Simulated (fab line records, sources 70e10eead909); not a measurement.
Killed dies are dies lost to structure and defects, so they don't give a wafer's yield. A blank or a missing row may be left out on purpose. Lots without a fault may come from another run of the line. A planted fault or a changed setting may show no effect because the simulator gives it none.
Chamber matching | flow nand_harc | NHARC_P_ZERO_WELL_DESCUM_13 on rie_diel-11: 4 sister chambers
The step chemistry O2, time 3 s. 14 wafers are shown with their chamber, then 7 later ones without.

WAFERS WITH THEIR CHAMBER
wafer  | chamber | drypump_motor_current_A (A) | showerhead_plenum_p_Torr (Torr) | throttle_valve_pct (%)
L075.1 | 1       | 5.8                         | 1.91                            | 11.311
L075.3 | 0       | 5.7                         | 1.94                            | 11.314
L075.5 | 1       | 5.8                         | 1.91                            | 11.307
L084.2 | 1       | 5.9                         | 1.90                            | 11.328
L084.5 | 2       | 5.4                         | 1.90                            | 11.324
L084.6 | 3       | 5.1                         | 1.94                            | 11.298
L085.4 | 1       | 5.8                         | 1.90                            | 11.301
L085.5 | 0       | 5.8                         | 1.93                            | 11.302
L085.6 | 1       | 5.8                         | 1.90                            | 11.305
L086.1 | 2       | 5.4                         | 1.90                            | 11.327
L086.2 | 3       | 5.1                         | 1.94                            | 11.309
L086.5 | 1       | 5.9                         | 1.90                            | 11.328
L092.1 | 1       | 5.8                         | 1.90                            | 11.322
L092.2 | 0       | 5.7                         | 1.93                            | 11.306

SIGNATURES (means of the wafers above)
reading                  | chamber 0 | chamber 1 | chamber 2 | chamber 3 | scatter within a chamber
drypump_motor_current_A  | 5.733     | 5.829     | 5.400     | 5.100     | 0.0458
showerhead_plenum_p_Torr | 1.9333    | 1.9029    | 1.9000    | 1.9400    | 0.00458
throttle_valve_pct       | 11.30733  | 11.31457  | 11.32550  | 11.30350  | 0.00949
Rule: a wafer's distance from a chamber is the root of the sum, over the readings, of the square of ((its reading less the chamber's mean) divided by the reading's scatter). The wafer belongs to the nearest chamber; if the next one is less than 2 further off, it can't be placed. The scatter: the root of (the sum of the squares of (reading less its chamber's mean) over the shown wafers, divided by (wafers less chambers)).

WAFERS WITHOUT THEIR CHAMBER
wafer  | drypump_motor_current_A (A) | showerhead_plenum_p_Torr (Torr) | throttle_valve_pct (%)
L092.4 | 5.1                         | 1.93                            | 11.316
L096.1 | 5.8                         | 1.89                            | 11.303
L096.2 | 5.8                         | 1.92                            | 11.293
L096.5 | 5.8                         | 1.89                            | 11.310
L097.1 | 5.4                         | 1.88                            | 11.323
L097.3 | 5.1                         | 1.93                            | 11.321
L097.4 | 5.8                         | 1.89                            | 11.318

WHICH CHAMBER EACH WENT THROUGH
wafer  | from the rows above     | in truth
L092.4 | 3                       | 3
L096.1 | 1                       | 1
L096.2 | can't be placed: 0 or 1 | 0
L096.5 | 1                       | 1
L097.1 | 2                       | 2
L097.3 | 3                       | 3
L097.4 | 1                       | 1
Placed correctly: 6 of 7. Can't be placed from these rows: 1 (the true chamber is among the candidates in 1). Placed wrongly: 0.
